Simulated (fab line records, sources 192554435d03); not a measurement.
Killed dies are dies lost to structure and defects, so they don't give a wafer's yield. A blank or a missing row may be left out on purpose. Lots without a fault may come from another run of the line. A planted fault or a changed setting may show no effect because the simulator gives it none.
Chamber matching | flow n5_finfet | N5_BEOL_M8_STRIP_19 on rie_diel-01: 4 sister chambers
The step strips in O2. 24 wafers are shown with their chamber, then 12 later ones without.

WAFERS WITH THEIR CHAMBER
wafer  | chamber | drypump_motor_current_A (A) | showerhead_plenum_p_Torr (Torr) | throttle_valve_pct (%)
L076.1 | 0       | 5.7                         | 2.11                            | 16.60
L076.2 | 2       | 5.3                         | 2.23                            | 16.53
L076.3 | 3       | 6.3                         | 2.05                            | 16.69
L076.4 | 1       | 5.1                         | 2.22                            | 16.57
L076.5 | 3       | 6.3                         | 2.05                            | 16.71
L076.6 | 0       | 5.8                         | 2.11                            | 16.61
L075.1 | 1       | 5.1                         | 2.22                            | 16.58
L075.4 | 0       | 5.8                         | 2.11                            | 16.59
L075.5 | 1       | 5.1                         | 2.22                            | 16.57
L078.1 | 1       | 5.1                         | 2.22                            | 16.58
L078.4 | 3       | 6.3                         | 2.05                            | 16.71
L078.6 | 0       | 5.8                         | 2.11                            | 16.60
L077.1 | 3       | 6.3                         | 2.05                            | 16.68
L077.4 | 1       | 5.2                         | 2.22                            | 16.61
L077.5 | 2       | 5.3                         | 2.22                            | 16.54
L082.1 | 2       | 5.3                         | 2.22                            | 16.56
L082.5 | 2       | 5.4                         | 2.22                            | 16.58
L082.6 | 1       | 5.1                         | 2.21                            | 16.62
L087.4 | 1       | 5.1                         | 2.21                            | 16.63
L087.5 | 3       | 6.3                         | 2.04                            | 16.73
L087.6 | 0       | 5.8                         | 2.10                            | 16.64
L092.2 | 1       | 5.1                         | 2.21                            | 16.63
L092.4 | 0       | 5.7                         | 2.10                            | 16.67
L092.5 | 2       | 5.3                         | 2.21                            | 16.60

SIGNATURES (means of the wafers above)
reading                  | chamber 0 | chamber 1 | chamber 2 | chamber 3 | scatter within a chamber
drypump_motor_current_A  | 5.767     | 5.112     | 5.320     | 6.300     | 0.0388
showerhead_plenum_p_Torr | 2.1067    | 2.2163    | 2.2200    | 2.0480    | 0.00548
throttle_valve_pct       | 16.6183   | 16.5987   | 16.5620   | 16.7040   | 0.0268
Rule: a wafer's distance from a chamber is the root of the sum, over the readings, of the square of ((its reading less the chamber's mean) divided by the reading's scatter). The wafer belongs to the nearest chamber; if the next one is less than 2 further off, it can't be placed. The scatter: the root of (the sum of the squares of (reading less its chamber's mean) over the shown wafers, divided by (wafers less chambers)).

WAFERS WITHOUT THEIR CHAMBER
wafer  | drypump_motor_current_A (A) | showerhead_plenum_p_Torr (Torr) | throttle_valve_pct (%)
L094.2 | 5.1                         | 2.21                            | 16.64
L094.4 | 6.3                         | 2.04                            | 16.78
L094.5 | 6.3                         | 2.04                            | 16.78
L095.1 | 5.1                         | 2.20                            | 16.68
L095.3 | 5.3                         | 2.21                            | 16.63
L095.6 | 5.3                         | 2.21                            | 16.62
L096.2 | 5.1                         | 2.20                            | 16.66
L096.4 | 6.3                         | 2.04                            | 16.78
L096.6 | 6.3                         | 2.03                            | 16.79
L097.1 | 5.3                         | 2.21                            | 16.62
L097.2 | 5.8                         | 2.09                            | 16.69
L097.5 | 5.3                         | 2.21                            | 16.63

WHICH CHAMBER EACH WENT THROUGH
wafer  | from the rows above     | in truth
L094.2 | 1                       | 1
L094.4 | 3                       | 3
L094.5 | 3                       | 3
L095.1 | 1                       | 1
L095.3 | can't be placed: 2 or 1 | 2
L095.6 | 2                       | 2
L096.2 | 1                       | 1
L096.4 | 3                       | 3
L096.6 | 3                       | 3
L097.1 | 2                       | 2
L097.2 | 0                       | 0
L097.5 | can't be placed: 2 or 1 | 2
Placed correctly: 10 of 12. Can't be placed from these rows: 2 (the true chamber is among the candidates in 2). Placed wrongly: 0.
